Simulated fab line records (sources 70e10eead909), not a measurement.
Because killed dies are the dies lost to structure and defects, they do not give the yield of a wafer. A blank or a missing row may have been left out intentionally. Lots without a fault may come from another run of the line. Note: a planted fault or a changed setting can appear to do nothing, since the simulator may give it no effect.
One fault through the eyes of 2 desks    flow nand_harc    every desk sees just its own numbers, and what lay behind them comes last

FROM THE METROLOGY DESK
What the gauges read for every lot (on any tool): the sampled wafers with a number, averaged. A lot is out of limits, marked OUT, if its mean lies more than 4 standard deviations from the usual mean; the brackets give that distance.
Columns: A = cd_nm at NHARC_A_CONTACT_CD_MEAS_15, usual 89.8 nm
lot   first seen here  A
L671  day 17 04:25     90.4
L670  day 17 05:37     90.3
L673  day 17 10:27     89.3
L672  day 17 14:01     90.0
L675  day 17 15:47     90.0
L674  day 18 11:09     89.8
L677  day 18 23:01     89.6
L676  day 19 05:46     89.7
L680  day 19 10:31     89.5
L678  day 19 12:23     90.0
L683  day 20 20:37     89.8
L688  day 21 22:49     90.2
L692  day 22 21:01     90.5
This desk's verdict: no lot among the 13 shows anything out of limits.

TOOL OWNER'S DESK, rie_diel-07
The tool's own readings at NHARC_A_BLC_ETCH_17 (etches the open film in N2/H2, target depth 390 nm, time 609.38 s): means of the sampled wafers that have a number, for each lot that ran on this tool. A lot is out of limits, marked OUT, if its mean lies more than 4 standard deviations from the usual mean; the brackets give that distance.
Columns: A = drypump_motor_current_A at NHARC_A_BLC_ETCH_17, usual 5.9 A; B = oes_product_au at NHARC_A_BLC_ETCH_17, usual 0.998 a.u.; C = rf_vpp_V at NHARC_A_BLC_ETCH_17, usual 429.8 V; D = run_length_s at NHARC_A_BLC_ETCH_17, usual 630.5 s; E = showerhead_plenum_p_Torr at NHARC_A_BLC_ETCH_17, usual 2.01 Torr; F = throttle_valve_pct at NHARC_A_BLC_ETCH_17, usual 14.170 %
lot   first seen here  A    B      C      D                        E     F
L671  day 17 07:44     6.0  1.001  429.2  630.3                    2.01  14.167
L673  day 17 16:22     5.9  0.998  427.3  630.1                    1.94  14.174
L675  day 17 19:41     5.8  1.006  430.6  630.0                    2.04  14.163
L677  day 19 02:54     6.2  0.992  429.6  630.5                    2.02  14.168
L676  day 19 15:57     6.0  1.005  430.0  630.2                    2.01  14.167
L678  day 19 22:59     5.9  1.001  429.4  630.3                    1.99  14.166
L688  day 22 12:35     6.2  0.990  431.1  580.3 (-99 or more) OUT  2.06  14.174
L692  day 23 02:00     6.2  0.983  432.2  580.5 (-99 or more) OUT  2.06  14.168
Finding of this desk: L688, L692 out of limits; the first was L688 at day 22 12:35, on run_length_s at NHARC_A_BLC_ETCH_17. L671, L673, L675, L677, L676, L678: within limits.

ALL TOGETHER
The tool owner's desk could have raised an alarm at day 22 12:35, on L688, L692.
At the metrology desk, nothing out of limits was observed.
The metrology desk has L688, L692 on record, within its limits.
On rie_diel-07, each named lot ran NHARC_A_BLC_ETCH_17.

WHAT WAS PUT IN BY THE SIMULATOR
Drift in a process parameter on rie_diel-07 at NHARC_A_BLC_ETCH_17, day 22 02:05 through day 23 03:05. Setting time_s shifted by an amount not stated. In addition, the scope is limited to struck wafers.
Shown lots that were struck: L688, L692.
How many hours passed from the start of the fault until each desk's first out-of-limits reading: the tool owner's desk, 11.
